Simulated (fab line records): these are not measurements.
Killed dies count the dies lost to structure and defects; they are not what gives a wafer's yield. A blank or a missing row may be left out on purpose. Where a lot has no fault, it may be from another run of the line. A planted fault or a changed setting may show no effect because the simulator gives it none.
Which tool was responsible? / flow nandHarc / Sampling: 24 lots, 72 wafers, 6 of 1159 route steps

WHAT EACH GAUGE READ, for each wafer
NHARC_P_STI_OVL_MEAS_10. Usual: overlayXNm 1 nm, standard deviation 5.6; overlayYNm 0 nm, standard deviation 5.6.
lot=L074; measured=day 2 12:44; on=overlay-01; overlayXNm (nm)=9 8 9; overlayYNm (nm)=-8 -8 -8; flag=
lot=L075; measured=day 2 16:31; on=overlay-01; overlayXNm (nm)=-1 0 0; overlayYNm (nm)=-7 -8 -8; flag=
lot=L076; measured=day 3 02:11; on=overlay-01; overlayXNm (nm)=-8 -8 -8; overlayYNm (nm)=-4 -5 -4; flag=
lot=L077; measured=day 3 02:01; on=overlay-01; overlayXNm (nm)=8 8 8; overlayYNm (nm)=-1 -2 -2; flag=
lot=L078; measured=day 3 11:31; on=overlay-01; overlayXNm (nm)=8 8 8; overlayYNm (nm)=-8 -8 -9; flag=
lot=L079; measured=day 3 16:59; on=overlay-01; overlayXNm (nm)=3 3 4; overlayYNm (nm)=-3 -4 -3; flag=
lot=L080; measured=day 3 23:28; on=overlay-01; overlayXNm (nm)=7 7 8; overlayYNm (nm)=7 7 8; flag=
lot=L081; measured=day 4 05:02; on=overlay-01; overlayXNm (nm)=0 0 0; overlayYNm (nm)=0 -1 0; flag=
lot=L082; measured=day 4 11:43; on=overlay-01; overlayXNm (nm)=-13 -13 -13; overlayYNm (nm)=-6 -6 -7; flag=
lot=L083; measured=day 4 19:38; on=overlay-01; overlayXNm (nm)=-6 -6 -6; overlayYNm (nm)=0 0 0; flag=
lot=L084; measured=day 4 19:47; on=overlay-02; overlayXNm (nm)=2 2 2; overlayYNm (nm)=1 0 1; flag=
lot=L085; measured=day 5 07:09; on=overlay-01; overlayXNm (nm)=4 4 4; overlayYNm (nm)=-3 -3 -3; flag=
lot=L086; measured=day 5 11:02; on=overlay-02; overlayXNm (nm)=6 7 6; overlayYNm (nm)=3 3 2; flag=
lot=L087; measured=day 5 17:10; on=overlay-01; overlayXNm (nm)=-2 -2 -2; overlayYNm (nm)=4 4 3; flag=
lot=L088; measured=day 5 22:55; on=overlay-01; overlayXNm (nm)=1 1 2; overlayYNm (nm)=7 7 7; flag=
lot=L089; measured=day 6 05:50; on=overlay-01; overlayXNm (nm)=1 1 1; overlayYNm (nm)=10 10 11; flag=
lot=L090; measured=day 6 15:22; on=overlay-01; overlayXNm (nm)=-5 -5 -5; overlayYNm (nm)=6 5 6; flag=
lot=L091; measured=day 6 15:32; on=overlay-02; overlayXNm (nm)=-5 -5 -5; overlayYNm (nm)=1 1 1; flag=
lot=L092; measured=day 7 02:40; on=overlay-01; overlayXNm (nm)=-4 -3 -3; overlayYNm (nm)=-6 -6 -6; flag=
lot=L093; measured=day 7 02:30; on=overlay-02; overlayXNm (nm)=6 6 6; overlayYNm (nm)=4 3 4; flag=
lot=L094; measured=day 7 13:30; on=overlay-01; overlayXNm (nm)=-6 -5 -5; overlayYNm (nm)=1 0 0; flag=
lot=L095; measured=day 7 13:20; on=overlay-02; overlayXNm (nm)=1 1 1; overlayYNm (nm)=9 9 9; flag=
lot=L096; measured=day 8 00:07; on=overlay-01; overlayXNm (nm)=0 0 0; overlayYNm (nm)=-8 -8 -9; flag=
lot=L097; measured=day 8 05:34; on=overlay-02; overlayXNm (nm)=6 6 6; overlayYNm (nm)=2 2 2; flag=

NHARC_P_M0_CD_MEAS_09: the cd target is 90 nm. Usual: cdNm at 89.9 nm, with a standard deviation of 0.52.
lot=L074; measured=day 6 05:58; on=cdSem-01; cdNm (nm)=90.5 90.2 90.4; flag=
lot=L075; measured=day 6 06:23; on=cdSem-01; cdNm (nm)=90.5 89.8 90.5; flag=
lot=L076; measured=day 6 10:17; on=cdSem-01; cdNm (nm)=90.2 89.8 90.3; flag=
lot=L077; measured=day 6 10:34; on=cdSem-01; cdNm (nm)=89.6 89.5 89.7; flag=
lot=L078; measured=day 6 19:45; on=cdSem-03; cdNm (nm)=89.7 89.4 90.1; flag=
lot=L079; measured=day 7 10:14; on=cdSem-01; cdNm (nm)=89.9 89.9 89.6; flag=
lot=L080; measured=day 7 06:38; on=cdSem-01; cdNm (nm)=90.2 89.7 90.2; flag=
lot=L081; measured=day 7 17:16; on=cdSem-01; cdNm (nm)=90.0 89.5 90.6; flag=
lot=L082; measured=day 7 16:44; on=cdSem-02; cdNm (nm)=90.2 90.3 89.7; flag=
lot=L083; measured=day 8 07:40; on=cdSem-03; cdNm (nm)=89.6 89.9 89.9; flag=
lot=L084; measured=day 8 08:57; on=cdSem-02; cdNm (nm)=89.9 90.2 89.7; flag=
lot=L085; measured=day 9 05:17; on=cdSem-03; cdNm (nm)=89.7 89.2 89.1; flag=
lot=L086; measured=day 9 06:02; on=cdSem-01; cdNm (nm)=90.7 90.4 90.6; flag=
lot=L087; measured=day 9 21:29; on=cdSem-02; cdNm (nm)=89.7 89.4 88.6; flag=
lot=L088; measured=day 9 04:18; on=cdSem-03; cdNm (nm)=90.9 90.9 90.7; flag=
lot=L089; measured=day 9 22:02; on=cdSem-03; cdNm (nm)=88.9 89.1 89.9; flag=
lot=L090; measured=day 9 23:19; on=cdSem-02; cdNm (nm)=89.7 89.8 89.8; flag=
lot=L091; measured=day 9 22:39; on=cdSem-02; cdNm (nm)=89.7 89.6 90.1; flag=
lot=L092; measured=day 10 12:16; on=cdSem-02; cdNm (nm)=88.8 90.3 89.9; flag=
lot=L093; measured=day 10 06:40; on=cdSem-01; cdNm (nm)=89.9 90.1 89.1; flag=
lot=L094; measured=day 11 11:17; on=cdSem-02; cdNm (nm)=90.1 89.6 90.3; flag=
lot=L095; measured=day 11 11:57; on=cdSem-03; cdNm (nm)=91.0 90.0 89.8; flag=
lot=L096; measured=day 11 12:30; on=cdSem-01; cdNm (nm)=89.8 89.6 89.0; flag=
lot=L097; measured=day 11 19:52; on=cdSem-02; cdNm (nm)=89.4 89.9 89.7; flag=

NHARC_P_M0_INSPECT_11. Usual: rawDefectCount at 3.9, with a standard deviation of 2.1.
lot=L074; measured=day 6 06:05; on=defectInspect-02; rawDefectCount=2 2 2; flag=
lot=L075; measured=day 6 06:31; on=defectInspect-02; rawDefectCount=5 4 5; flag=
lot=L076; measured=day 6 10:25; on=defectInspect-01; rawDefectCount=3 8 5; flag=
lot=L077; measured=day 6 10:41; on=defectInspect-01; rawDefectCount=5 4 12; flag=
lot=L078; measured=day 6 19:52; on=defectInspect-02; rawDefectCount=3 7 4; flag=
lot=L079; measured=day 7 10:22; on=defectInspect-02; rawDefectCount=3 6 5; flag=
lot=L080; measured=day 7 06:45; on=defectInspect-02; rawDefectCount=9 5 1; flag=
lot=L081; measured=day 7 17:24; on=defectInspect-02; rawDefectCount=6 6 4; flag=
lot=L082; measured=day 7 16:52; on=defectInspect-01; rawDefectCount=3 7 3; flag=
lot=L083; measured=day 8 07:48; on=defectInspect-01; rawDefectCount=0 8 5; flag=
lot=L084; measured=day 8 09:04; on=defectInspect-02; rawDefectCount=8 2 5; flag=
lot=L085; measured=day 9 05:25; on=defectInspect-02; rawDefectCount=2 4 5; flag=
lot=L086; measured=day 9 06:10; on=defectInspect-01; rawDefectCount=5 2 5; flag=
lot=L087; measured=day 9 21:37; on=defectInspect-02; rawDefectCount=2 4 2; flag=
lot=L088; measured=day 9 04:26; on=defectInspect-02; rawDefectCount=2 4 4; flag=
lot=L089; measured=day 9 22:10; on=defectInspect-02; rawDefectCount=2 3 5; flag=
lot=L090; measured=day 9 23:26; on=defectInspect-01; rawDefectCount=3 3 1; flag=
lot=L091; measured=day 9 22:47; on=defectInspect-02; rawDefectCount=3 2 2; flag=
lot=L092; measured=day 10 12:23; on=defectInspect-01; rawDefectCount=4 3 3; flag=
lot=L093; measured=day 10 06:47; on=defectInspect-02; rawDefectCount=8 3 1; flag=
lot=L094; measured=day 11 11:25; on=defectInspect-02; rawDefectCount=3 8 1; flag=
lot=L095; measured=day 11 12:05; on=defectInspect-02; rawDefectCount=0 3 2; flag=
lot=L096; measured=day 11 12:37; on=defectInspect-01; rawDefectCount=3 2 4; flag=
lot=L097; measured=day 11 19:59; on=defectInspect-02; rawDefectCount=2 6 2; flag=

WHAT TOOL EACH LOT RAN ON (gives the tool, then ch and the chambers of the sampled wafers, and finally the start)
lot=L074; NHARC_P_ZERO_WELL_RTA_42=rtpAnneal-02 ch 0, day 1 19:04; NHARC_P_GATE_STRIP_108=rieDiel-07 ch 1,2, day 4 17:19; NHARC_P_CONTACT_CMP_24=cmp-02 ch 0,1,3, day 6 04:42
lot=L075; NHARC_P_ZERO_WELL_RTA_42=rtpAnneal-02 ch 0, day 2 00:32; NHARC_P_GATE_STRIP_108=rieDiel-13 ch 1,2, day 4 18:32; NHARC_P_CONTACT_CMP_24=cmp-01 ch 1,3, day 6 05:06
lot=L076; NHARC_P_ZERO_WELL_RTA_42=rtpAnneal-01 ch 0, day 2 06:53; NHARC_P_GATE_STRIP_108=rieDiel-07 ch 1,3, day 5 05:01; NHARC_P_CONTACT_CMP_24=cmp-01 ch 1,3, day 6 08:49
lot=L077; NHARC_P_ZERO_WELL_RTA_42=rtpAnneal-02 ch 0, day 2 13:01; NHARC_P_GATE_STRIP_108=rieDiel-07 ch 1,3, day 5 05:16; NHARC_P_CONTACT_CMP_24=cmp-02 ch 0,2,3, day 6 09:11
lot=L078; NHARC_P_ZERO_WELL_RTA_42=rtpAnneal-02 ch 0, day 2 18:44; NHARC_P_GATE_STRIP_108=rieDiel-07 ch 0,1,3, day 5 16:09; NHARC_P_CONTACT_CMP_24=cmp-01 ch 0,1, day 6 18:29
lot=L079; NHARC_P_ZERO_WELL_RTA_42=rtpAnneal-01 ch 0, day 3 01:02; NHARC_P_GATE_STRIP_108=rieDiel-07 ch 2,3, day 6 03:17; NHARC_P_CONTACT_CMP_24=cmp-03 ch 0,1,2, day 7 09:07
lot=L080; NHARC_P_ZERO_WELL_RTA_42=rtpAnneal-01 ch 0, day 3 06:58; NHARC_P_GATE_STRIP_108=rieDiel-07 ch 1,3, day 6 02:46; NHARC_P_CONTACT_CMP_24=cmp-02 ch 0,1,3, day 7 05:30
lot=L081; NHARC_P_ZERO_WELL_RTA_42=rtpAnneal-01 ch 0, day 3 13:08; NHARC_P_GATE_STRIP_108=rieDiel-01 ch 1,2, day 6 13:44; NHARC_P_CONTACT_CMP_24=cmp-01 ch 1,2, day 7 16:00
lot=L082; NHARC_P_ZERO_WELL_RTA_42=rtpAnneal-02 ch 0, day 3 18:49; NHARC_P_GATE_STRIP_108=rieDiel-13 ch 0,1, day 6 13:36; NHARC_P_CONTACT_CMP_24=cmp-02 ch 0,1,3, day 7 15:29
lot=L083; NHARC_P_ZERO_WELL_RTA_42=rtpAnneal-01 ch 0, day 4 00:41; NHARC_P_GATE_STRIP_108=rieDiel-13 ch 1,2,3, day 7 05:28; NHARC_P_CONTACT_CMP_24=cmp-03 ch 0,2,3, day 8 06:22
lot=L084; NHARC_P_ZERO_WELL_RTA_42=rtpAnneal-02 ch 0, day 4 06:47; NHARC_P_GATE_STRIP_108=rieDiel-01 ch 0,1,2, day 7 06:04; NHARC_P_CONTACT_CMP_24=cmp-02 ch 0,1,3, day 8 07:26
lot=L085; NHARC_P_ZERO_WELL_RTA_42=rtpAnneal-01 ch 0, day 4 13:13; NHARC_P_GATE_STRIP_108=rieDiel-07 ch 0,1,2, day 8 04:31; NHARC_P_CONTACT_CMP_24=cmp-01 ch 2,3, day 9 03:58
lot=L086; NHARC_P_ZERO_WELL_RTA_42=rtpAnneal-01 ch 0, day 4 19:06; NHARC_P_GATE_STRIP_108=rieDiel-07 ch 1,2,3, day 8 04:54; NHARC_P_CONTACT_CMP_24=cmp-02 ch 1,2,3, day 9 04:41
lot=L087; NHARC_P_ZERO_WELL_RTA_42=rtpAnneal-02 ch 0, day 5 01:05; NHARC_P_GATE_STRIP_108=rieDiel-13 ch 0,1,2, day 8 05:17; NHARC_P_CONTACT_CMP_24=cmp-01 ch 1,3, day 9 20:10
lot=L088; NHARC_P_ZERO_WELL_RTA_42=rtpAnneal-02 ch 0, day 5 07:01; NHARC_P_GATE_STRIP_108=rieDiel-07 ch 1,2, day 8 04:12; NHARC_P_CONTACT_CMP_24=cmp-02 ch 2,3, day 9 02:59
lot=L089; NHARC_P_ZERO_WELL_RTA_42=rtpAnneal-02 ch 0, day 5 12:47; NHARC_P_GATE_STRIP_108=rieDiel-13 ch 0,2,3, day 8 07:31; NHARC_P_CONTACT_CMP_24=cmp-03 ch 0,2,3, day 9 20:43
lot=L090; NHARC_P_ZERO_WELL_RTA_42=rtpAnneal-01 ch 0, day 5 19:14; NHARC_P_GATE_STRIP_108=rieDiel-07 ch 0,2,3, day 8 21:17; NHARC_P_CONTACT_CMP_24=cmp-01 ch 1,2, day 9 22:01
lot=L091; NHARC_P_ZERO_WELL_RTA_42=rtpAnneal-02 ch 0, day 6 01:05; NHARC_P_GATE_STRIP_108=rieDiel-07 ch 0,2,3, day 8 20:48; NHARC_P_CONTACT_CMP_24=cmp-02 ch 1,3, day 9 21:28
lot=L092; NHARC_P_ZERO_WELL_RTA_42=rtpAnneal-02 ch 0, day 6 06:52; NHARC_P_GATE_STRIP_108=rieDiel-07 ch 0,2, day 9 07:48; NHARC_P_CONTACT_CMP_24=cmp-02 ch 2,3, day 10 10:47
lot=L093; NHARC_P_ZERO_WELL_RTA_42=rtpAnneal-01 ch 0, day 6 12:53; NHARC_P_GATE_STRIP_108=rieDiel-07 ch 2,3, day 9 07:07; NHARC_P_CONTACT_CMP_24=cmp-02 ch 1,2,3, day 10 05:29
lot=L094; NHARC_P_ZERO_WELL_RTA_42=rtpAnneal-02 ch 0, day 6 19:06; NHARC_P_GATE_STRIP_108=rieDiel-07 ch 0,1,2, day 10 03:28; NHARC_P_CONTACT_CMP_24=cmp-02 ch 0,1, day 11 10:07
lot=L095; NHARC_P_ZERO_WELL_RTA_42=rtpAnneal-02 ch 0, day 7 00:43; NHARC_P_GATE_STRIP_108=rieDiel-01 ch 0,1,2, day 10 03:31; NHARC_P_CONTACT_CMP_24=cmp-03 ch 1,2,3, day 11 10:39
lot=L096; NHARC_P_ZERO_WELL_RTA_42=rtpAnneal-02 ch 0, day 7 07:10; NHARC_P_GATE_STRIP_108=rieDiel-01 ch 0,1,2, day 10 10:17; NHARC_P_CONTACT_CMP_24=cmp-02 ch 0,1,3, day 11 11:11
lot=L097; NHARC_P_ZERO_WELL_RTA_42=rtpAnneal-02 ch 0, day 7 12:53; NHARC_P_GATE_STRIP_108=rieDiel-01 ch 0,3, day 10 20:19; NHARC_P_CONTACT_CMP_24=cmp-02 ch 1,2,3, day 11 18:41
- NHARC_P_ZERO_WELL_RTA_42: time 300 s.
- NHARC_P_GATE_STRIP_108: strips in O2.
- NHARC_P_CONTACT_CMP_24: polishes, t overpolish 30 s, target thk 200 nm.

AS READ BY THE TOOLS THEMSELVES (means over the sampled wafers that have a number; for cases with no such wafer, the mark the record gives instead)
NHARC_P_ZERO_WELL_RTA_42. Usual: lampPowerPct 40.2 %, standard deviation 2.5; wafer_temp_C_max 1106.1, standard deviation 1.9.
lot=L074; tool=rtpAnneal-02; lampPowerPct (%)=42.2; wafer_temp_C_max=1105.3; flag=
lot=L075; tool=rtpAnneal-02; lampPowerPct (%)=42.1; wafer_temp_C_max=1105.2; flag=
lot=L076; tool=rtpAnneal-01; lampPowerPct (%)=36.9; wafer_temp_C_max=1108.3; flag=
lot=L077; tool=rtpAnneal-02; lampPowerPct (%)=42.2; wafer_temp_C_max=1104.3; flag=
lot=L078; tool=rtpAnneal-02; lampPowerPct (%)=42.2; wafer_temp_C_max=1105.9; flag=
lot=L079; tool=rtpAnneal-01; lampPowerPct (%)=36.9; wafer_temp_C_max=1108.3; flag=
lot=L080; tool=rtpAnneal-01; lampPowerPct (%)=36.9; wafer_temp_C_max=1107.9; flag=
lot=L081; tool=rtpAnneal-01; lampPowerPct (%)=36.9; wafer_temp_C_max=1106.5; flag=
lot=L082; tool=rtpAnneal-02; lampPowerPct (%)=42.2; wafer_temp_C_max=1105.0; flag=
lot=L083; tool=rtpAnneal-01; lampPowerPct (%)=37.0; wafer_temp_C_max=1108.9; flag=
lot=L084; tool=rtpAnneal-02; lampPowerPct (%)=42.1; wafer_temp_C_max=1105.7; flag=
lot=L085; tool=rtpAnneal-01; lampPowerPct (%)=36.9; wafer_temp_C_max=1107.4; flag=
lot=L086; tool=rtpAnneal-01; lampPowerPct (%)=36.8; wafer_temp_C_max=1108.8; flag=
lot=L087; tool=rtpAnneal-02; lampPowerPct (%)=42.1; wafer_temp_C_max=1104.3; flag=
lot=L088; tool=rtpAnneal-02; lampPowerPct (%)=42.2; wafer_temp_C_max=1104.5; flag=
lot=L089; tool=rtpAnneal-02; lampPowerPct (%)=42.2; wafer_temp_C_max=1104.3; flag=
lot=L090; tool=rtpAnneal-01; lampPowerPct (%)=37.0; wafer_temp_C_max=1108.3; flag=
lot=L091; tool=rtpAnneal-02; lampPowerPct (%)=42.2; wafer_temp_C_max=1105.0; flag=
lot=L092; tool=rtpAnneal-02; lampPowerPct (%)=42.1; wafer_temp_C_max=1105.5; flag=
lot=L093; tool=rtpAnneal-01; lampPowerPct (%)=36.9; wafer_temp_C_max=1108.3; flag=
lot=L094; tool=rtpAnneal-02; lampPowerPct (%)=42.1; wafer_temp_C_max=1105.0; flag=
lot=L095; tool=rtpAnneal-02; lampPowerPct (%)=42.1; wafer_temp_C_max=1105.0; flag=
lot=L096; tool=rtpAnneal-02; lampPowerPct (%)=42.2; wafer_temp_C_max=1104.3; flag=
lot=L097; tool=rtpAnneal-02; lampPowerPct (%)=42.2; wafer_temp_C_max=1104.3; flag=

NHARC_P_GATE_STRIP_108. Usual: drypumpMotorCurrentA 5.6 A, standard deviation 0.39; oesProductAu 1.001 a.u., standard deviation 0.0079; rfVppV 57.7 V, standard deviation 0.87; showerheadPlenumPTorr 3.48 Torr, standard deviation 0.17; throttleValvePct 17.036 %, standard deviation 0.0092.
lot=L074; tool=rieDiel-07; drypumpMotorCurrentA (A)=5.6; oesProductAu (a.u.)=0.997; rfVppV (V)=58.6; showerheadPlenumPTorr (Torr)=3.52; throttleValvePct (%)=17.035; flag=
lot=L075; tool=rieDiel-13; drypumpMotorCurrentA (A)=6.1; oesProductAu (a.u.)=0.997; rfVppV (V)=57.7; showerheadPlenumPTorr (Torr)=3.36; throttleValvePct (%)=17.031; flag=
lot=L076; tool=rieDiel-07; drypumpMotorCurrentA (A)=6.0; oesProductAu (a.u.)=1.000; rfVppV (V)=57.7; showerheadPlenumPTorr (Torr)=3.42; throttleValvePct (%)=17.030; flag=
lot=L077; tool=rieDiel-07; drypumpMotorCurrentA (A)=5.8; oesProductAu (a.u.)=0.995; rfVppV (V)=58.0; showerheadPlenumPTorr (Torr)=3.52; throttleValvePct (%)=17.037; flag=
lot=L078; tool=rieDiel-07; drypumpMotorCurrentA (A)=5.6; oesProductAu (a.u.)=1.009; rfVppV (V)=58.2; showerheadPlenumPTorr (Torr)=3.56; throttleValvePct (%)=17.033; flag=
lot=L079; tool=rieDiel-07; drypumpMotorCurrentA (A)=5.9; oesProductAu (a.u.)=0.998; rfVppV (V)=57.1; showerheadPlenumPTorr (Torr)=3.30; throttleValvePct (%)=17.042; flag=
lot=L080; tool=rieDiel-07; drypumpMotorCurrentA (A)=5.8; oesProductAu (a.u.)=1.007; rfVppV (V)=57.7; showerheadPlenumPTorr (Torr)=3.52; throttleValvePct (%)=17.041; flag=
lot=L081; tool=rieDiel-01; drypumpMotorCurrentA (A)=6.0; oesProductAu (a.u.)=1.006; rfVppV (V)=57.7; showerheadPlenumPTorr (Torr)=3.49; throttleValvePct (%)=17.038; flag=
lot=L082; tool=rieDiel-13; drypumpMotorCurrentA (A)=6.0; oesProductAu (a.u.)=1.008; rfVppV (V)=57.2; showerheadPlenumPTorr (Torr)=3.44; throttleValvePct (%)=17.032; flag=
lot=L083; tool=rieDiel-13; drypumpMotorCurrentA (A)=5.8; oesProductAu (a.u.)=1.006; rfVppV (V)=57.8; showerheadPlenumPTorr (Torr)=3.39; throttleValvePct (%)=17.031; flag=
lot=L084; tool=rieDiel-01; drypumpMotorCurrentA (A)=5.9; oesProductAu (a.u.)=1.002; rfVppV (V)=57.6; showerheadPlenumPTorr (Torr)=3.48; throttleValvePct (%)=17.034; flag=
lot=L085; tool=rieDiel-07; drypumpMotorCurrentA (A)=5.4; oesProductAu (a.u.)=0.997; rfVppV (V)=58.2; showerheadPlenumPTorr (Torr)=3.55; throttleValvePct (%)=17.032; flag=
lot=L086; tool=rieDiel-07; drypumpMotorCurrentA (A)=5.8; oesProductAu (a.u.)=1.008; rfVppV (V)=57.9; showerheadPlenumPTorr (Torr)=3.40; throttleValvePct (%)=17.040; flag=
lot=L087; tool=rieDiel-13; drypumpMotorCurrentA (A)=5.8; oesProductAu (a.u.)=1.000; rfVppV (V)=57.7; showerheadPlenumPTorr (Torr)=3.40; throttleValvePct (%)=17.034; flag=
lot=L088; tool=rieDiel-07; drypumpMotorCurrentA (A)=5.6; oesProductAu (a.u.)=0.998; rfVppV (V)=57.8; showerheadPlenumPTorr (Torr)=3.51; throttleValvePct (%)=17.036; flag=
lot=L089; tool=rieDiel-13; drypumpMotorCurrentA (A)=5.5; oesProductAu (a.u.)=0.997; rfVppV (V)=57.7; showerheadPlenumPTorr (Torr)=3.44; throttleValvePct (%)=17.041; flag=
lot=L090; tool=rieDiel-07; drypumpMotorCurrentA (A)=5.5; oesProductAu (a.u.)=0.998; rfVppV (V)=57.2; showerheadPlenumPTorr (Torr)=3.44; throttleValvePct (%)=17.036; flag=
lot=L091; tool=rieDiel-07; drypumpMotorCurrentA (A)=5.5; oesProductAu (a.u.)=1.002; rfVppV (V)=58.0; showerheadPlenumPTorr (Torr)=3.44; throttleValvePct (%)=17.032; flag=
lot=L092; tool=rieDiel-07; drypumpMotorCurrentA (A)=5.2; oesProductAu (a.u.)=1.004; rfVppV (V)=57.9; showerheadPlenumPTorr (Torr)=3.59; throttleValvePct (%)=17.039; flag=
lot=L093; tool=rieDiel-07; drypumpMotorCurrentA (A)=5.9; oesProductAu (a.u.)=0.984; rfVppV (V)=57.5; showerheadPlenumPTorr (Torr)=3.30; throttleValvePct (%)=17.046; flag=
lot=L094; tool=rieDiel-07; drypumpMotorCurrentA (A)=5.4; oesProductAu (a.u.)=1.005; rfVppV (V)=57.7; showerheadPlenumPTorr (Torr)=3.55; throttleValvePct (%)=17.031; flag=
lot=L095; tool=rieDiel-01; drypumpMotorCurrentA (A)=5.8; oesProductAu (a.u.)=1.003; rfVppV (V)=57.7; showerheadPlenumPTorr (Torr)=3.47; throttleValvePct (%)=17.040; flag=
lot=L096; tool=rieDiel-01; drypumpMotorCurrentA (A)=5.8; oesProductAu (a.u.)=0.997; rfVppV (V)=58.6; showerheadPlenumPTorr (Torr)=3.47; throttleValvePct (%)=17.049; flag=
lot=L097; tool=rieDiel-01; drypumpMotorCurrentA (A)=5.5; oesProductAu (a.u.)=1.003; rfVppV (V)=57.8; showerheadPlenumPTorr (Torr)=3.50; throttleValvePct (%)=17.027; flag=

NHARC_P_CONTACT_CMP_24. Usual: motorCurrentA 12.0 A, standard deviation 1.2; overpolishRunS 30.000 s, standard deviation 0.0096; timeToEndpointS 39.9 s, standard deviation 2.2.
lot=L074; tool=cmp-02; motorCurrentA (A)=12.4; overpolishRunS (s)=29.996; timeToEndpointS (s)=36.5; flag=
lot=L075; tool=cmp-01; motorCurrentA (A)=13.6; overpolishRunS (s)=29.995; timeToEndpointS (s)=38.9; flag=
lot=L076; tool=cmp-01; motorCurrentA (A)=13.9; overpolishRunS (s)=30.002; timeToEndpointS (s)=39.3; flag=
lot=L077; tool=cmp-02; motorCurrentA (A)=11.7; overpolishRunS (s)=30.003; timeToEndpointS (s)=35.9; flag=
lot=L078; tool=cmp-01; motorCurrentA (A)=13.9; overpolishRunS (s)=30.003; timeToEndpointS (s)=41.3; flag=
lot=L079; tool=cmp-03; motorCurrentA (A)=11.1; overpolishRunS (s)=30.005; timeToEndpointS (s)=41.7; flag=
lot=L080; tool=cmp-02; motorCurrentA (A)=12.3; overpolishRunS (s)=29.999; timeToEndpointS (s)=40.8; flag=
lot=L081; tool=cmp-01; motorCurrentA (A)=12.9; overpolishRunS (s)=29.996; timeToEndpointS (s)=42.4; flag=
lot=L082; tool=cmp-02; motorCurrentA (A)=12.2; overpolishRunS (s)=29.999; timeToEndpointS (s)=40.6; flag=
lot=L083; tool=cmp-03; motorCurrentA (A)=11.6; overpolishRunS (s)=29.996; timeToEndpointS (s)=41.6; flag=
lot=L084; tool=cmp-02; motorCurrentA (A)=12.4; overpolishRunS (s)=29.993; timeToEndpointS (s)=41.1; flag=
lot=L085; tool=cmp-01; motorCurrentA (A)=11.9; overpolishRunS (s)=29.993; timeToEndpointS (s)=39.8; flag=
lot=L086; tool=cmp-02; motorCurrentA (A)=11.3; overpolishRunS (s)=30.004; timeToEndpointS (s)=40.4; flag=
lot=L087; tool=cmp-01; motorCurrentA (A)=12.7; overpolishRunS (s)=30.000; timeToEndpointS (s)=40.2; flag=
lot=L088; tool=cmp-02; motorCurrentA (A)=10.8; overpolishRunS (s)=29.992; timeToEndpointS (s)=37.2; flag=
lot=L089; tool=cmp-03; motorCurrentA (A)=11.4; overpolishRunS (s)=29.997; timeToEndpointS (s)=41.4; flag=
lot=L090; tool=cmp-01; motorCurrentA (A)=13.1; overpolishRunS (s)=29.999; timeToEndpointS (s)=38.5; flag=
lot=L091; tool=cmp-02; motorCurrentA (A)=12.2; overpolishRunS (s)=29.999; timeToEndpointS (s)=41.0; flag=
lot=L092; tool=cmp-02; motorCurrentA (A)=10.9; overpolishRunS (s)=30.011; timeToEndpointS (s)=42.6; flag=
lot=L093; tool=cmp-02; motorCurrentA (A)=11.4; overpolishRunS (s)=30.006; timeToEndpointS (s)=39.2; flag=
lot=L094; tool=cmp-02; motorCurrentA (A)=12.7; overpolishRunS (s)=30.005; timeToEndpointS (s)=42.2; flag=
lot=L095; tool=cmp-03; motorCurrentA (A)=11.3; overpolishRunS (s)=29.999; timeToEndpointS (s)=37.2; flag=
lot=L096; tool=cmp-02; motorCurrentA (A)=12.2; overpolishRunS (s)=30.003; timeToEndpointS (s)=41.3; flag=
lot=L097; tool=cmp-02; motorCurrentA (A)=11.8; overpolishRunS (s)=29.993; timeToEndpointS (s)=40.8; flag=

THE ANSWER, worked out from the rows above alone
Rule: a lot is off if the mean of its wafers that have a number lies more than 3 standard deviations from the usual mean. A lot without any number at a reading at which 4 lots or more have one is off too. Where the step has rows for the other lots, those lots are counted as sound. The gauges are gone through in route order, then the tools' own readings, and for those a lot's mean is taken as printed above. At the first step where some lot is off, the reading lying furthest off is the one used; lots without a number count as furthest.
No lot is off on any of the readings shown, so nothing can be concluded from this.

WHAT THE SIMULATOR HAD INSERTED
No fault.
